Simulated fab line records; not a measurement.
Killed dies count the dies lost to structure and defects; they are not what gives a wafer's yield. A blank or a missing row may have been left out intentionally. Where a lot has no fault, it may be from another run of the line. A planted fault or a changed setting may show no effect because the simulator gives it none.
Chamber matching | flow nandHarc | 4 sister chambers for NHARC_A_STAIRCASE_ETCH_169 on rieDiel-07
The step etches the open film in CH3F/O2, target depth 50 nm, time 107.1 s. 16 wafers are shown with their chamber, then 8 later ones without.

EACH WAFER AND ITS CHAMBER
wafer  | chamber | drypumpMotorCurrentA (A) | showerheadPlenumPTorr (Torr) | rfVppV (V)
L981.3 | 1       | 5.0                      | 2.52                         | 245.0
L981.5 | 1       | 5.0                      | 2.53                         | 244.6
L981.6 | 0       | 6.2                      | 2.61                         | 246.9
L984.1 | 2       | 5.2                      | 2.55                         | 244.2
L984.5 | 1       | 5.0                      | 2.52                         | 245.2
L984.6 | 2       | 5.2                      | 2.55                         | 245.2
L983.3 | 3       | 5.3                      | 2.42                         | 245.0
L983.4 | 2       | 5.3                      | 2.55                         | 245.3
L983.6 | 2       | 5.2                      | 2.55                         | 244.5
L989.3 | 2       | 5.2                      | 2.54                         | 244.9
L989.5 | 1       | 5.0                      | 2.52                         | 244.6
L989.6 | 2       | 5.2                      | 2.54                         | 245.9
L990.2 | 1       | 5.0                      | 2.51                         | 243.4
L990.5 | 2       | 5.2                      | 2.54                         | 246.5
L990.6 | 3       | 5.3                      | 2.42                         | 244.1
L997.4 | 3       | 5.3                      | 2.41                         | 243.1

SIGNATURES, as means of the wafers listed above
reading               | chamber 0 | chamber 1 | chamber 2 | chamber 3 | scatter within a chamber
drypumpMotorCurrentA  | 6.200     | 5.000     | 5.214     | 5.300     | 0.0267
showerheadPlenumPTorr | 2.6100    | 2.5200    | 2.5457    | 2.4167    | 0.00604
rfVppV                | 246.900   | 244.560   | 245.214   | 244.067   | 0.792
Rule: a wafer's distance from a chamber is the root of the sum, over the readings, of the square of ((its reading less the chamber's mean) divided by the reading's scatter). If the next closest chamber is less than 2 further off than the closest, the wafer can't be placed; otherwise it belongs to the closest. The scatter: take each reading less its chamber's mean, square it, sum over the shown wafers, divide by the number of wafers less the number of chambers, and take the root.

WAFERS WHOSE CHAMBER IS MISSING
wafer  | drypumpMotorCurrentA (A) | showerheadPlenumPTorr (Torr) | rfVppV (V)
L997.5 | 5.2                      | 2.53                         | 245.2
L997.6 | 5.0                      | 2.51                         | 245.2
L999.1 | 5.3                      | 2.41                         | 243.7
L999.3 | 5.2                      | 2.53                         | 247.0
L999.4 | 6.1                      | 2.59                         | 247.0
L998.1 | 6.1                      | 2.58                         | 245.5
L998.2 | 5.0                      | 2.50                         | 245.3
L998.4 | 5.3                      | 2.53                         | 247.0

WHICH CHAMBER EACH WENT THROUGH
wafer  | from the rows above | in truth
L997.5 | 2                   | 2
L997.6 | 1                   | 1
L999.1 | 3                   | 3
L999.3 | 2                   | 2
L999.4 | 0                   | 0
L998.1 | 0                   | 0
L998.2 | 1                   | 1
L998.4 | 2                   | 2
Correctly placed: 8 of 8. From these rows, 0 cannot be placed. 0 placed wrongly.
